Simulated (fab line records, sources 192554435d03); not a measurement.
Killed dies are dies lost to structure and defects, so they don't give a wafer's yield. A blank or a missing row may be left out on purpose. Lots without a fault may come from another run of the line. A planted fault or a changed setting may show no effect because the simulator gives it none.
Which tool did it? | flow n5_finfet | 9 lots, 26 wafers sampled, at 5 steps of a route of 1938

WHAT THE GAUGES READ, wafer by wafer
N5_BEOL_M1_INSPECT_59: inspects for defects (darkfield).
lot  | measured     | on                | raw_defect_count
L871 | day 6 09:59  | defect_inspect-01 | 93 45 59
L876 | day 7 18:16  | defect_inspect-01 | 58 43 66
L877 | day 8 08:08  | defect_inspect-02 | 54 70 101
L878 | day 8 13:14  | defect_inspect-01 | 33 807 47
L879 | day 8 16:43  | defect_inspect-02 | 62 48 70
L881 | day 9 07:02  | defect_inspect-02 | 839 78 84
L891 | day 12 02:39 | defect_inspect-01 | 86 84 68
L892 | day 12 05:09 | defect_inspect-01 | 47 73
L894 | day 12 10:26 | defect_inspect-01 | 81 67 67

WHICH TOOL RAN EACH LOT (tool, then ch and the chambers of the sampled wafers, then the start)
lot  | N5_BEOL_M1_SPUTTER_90        | N5_BEOL_M1_SPUTTER_92        | N5_BEOL_M1_PRE_CLEAN_60         | N5_BEOL_M1_DEP_57
L871 | pvd_sputter-01, day 6 08:11  | pvd_sputter-01, day 6 08:25  | cvd_co-02 ch 0,2, day 6 09:41   | pecvd-01 ch 0,1,2, day 6 09:54
L876 | pvd_sputter-01, day 7 16:32  | pvd_sputter-01, day 7 16:45  | cvd_co-02 ch 0,2, day 7 18:01   | pecvd-04 ch 1,2, day 7 18:10
L877 | pvd_sputter-02, day 8 06:24  | pvd_sputter-02, day 8 06:37  | cvd_co-02 ch 0,2, day 8 07:53   | pecvd-04 ch 1,2, day 8 08:02
L878 | pvd_sputter-02, day 8 11:28  | pvd_sputter-02, day 8 11:41  | cvd_co-02 ch 0,1,2, day 8 12:57 | pecvd-03 ch 0, day 8 13:07
L879 | pvd_sputter-03, day 8 14:54  | pvd_sputter-03, day 8 15:07  | cvd_co-01 ch 0,1,2, day 8 16:28 | pecvd-03 ch 0,1,2, day 8 16:37
L881 | pvd_sputter-03, day 9 05:18  | pvd_sputter-03, day 9 05:31  | cvd_co-02 ch 0,1, day 9 06:47   | pecvd-04 ch 0,1, day 9 06:56
L891 | pvd_sputter-01, day 12 00:33 | pvd_sputter-01, day 12 00:46 | cvd_co-02 ch 0,2, day 12 02:24  | pecvd-01 ch 1,2, day 12 02:33
L892 | pvd_sputter-02, day 12 03:24 | pvd_sputter-02, day 12 03:37 | cvd_co-02 ch 1,2, day 12 04:54  | pecvd-04 ch 0,1, day 12 05:03
L894 | pvd_sputter-03, day 12 08:23 | pvd_sputter-03, day 12 08:36 | cvd_co-01 ch 0,2, day 12 10:11  | pecvd-04 ch 0,2, day 12 10:21
- N5_BEOL_M1_SPUTTER_90: material Cu, target thk 4.5 nm, time 8.29 s.
- N5_BEOL_M1_SPUTTER_92: material Cu, target thk 4.5 nm, time 8.29 s.
- N5_BEOL_M1_PRE_CLEAN_60: time 15 s.
- N5_BEOL_M1_DEP_57: deposits SiCN from 3MS/NH3, target thk 8 nm, time 14 s.

THE ANSWER, worked out from the rows above alone
Rule: what is usual is taken from the lots themselves. Put in order of their means at a reading, lots are off if they are a third of the lots or fewer, leave a main group of 4 or more, and stand apart from it by a gap of 3 or more times the standard deviation of the main group's means; of several such gaps the widest counts. A main group whose means are all the same, to the digits that the tables above print for the reading, isn't used. A lot without any number at a reading at which 4 lots or more have one is off too. The other lots that the step has rows for count as sound.
Off: L878, L881, at N5_BEOL_M1_INSPECT_59 (raw_defect_count). The main group: mean 67, standard deviation 8.2.
A tool fits if, at a process step before that reading, it ran every lot that is off, and no sound lot after the first of them. The gauges at N5_BEOL_M1_INSPECT_59 are tried like those tools. None of those tried fits.

WHAT THE SIMULATOR HAD PUT IN
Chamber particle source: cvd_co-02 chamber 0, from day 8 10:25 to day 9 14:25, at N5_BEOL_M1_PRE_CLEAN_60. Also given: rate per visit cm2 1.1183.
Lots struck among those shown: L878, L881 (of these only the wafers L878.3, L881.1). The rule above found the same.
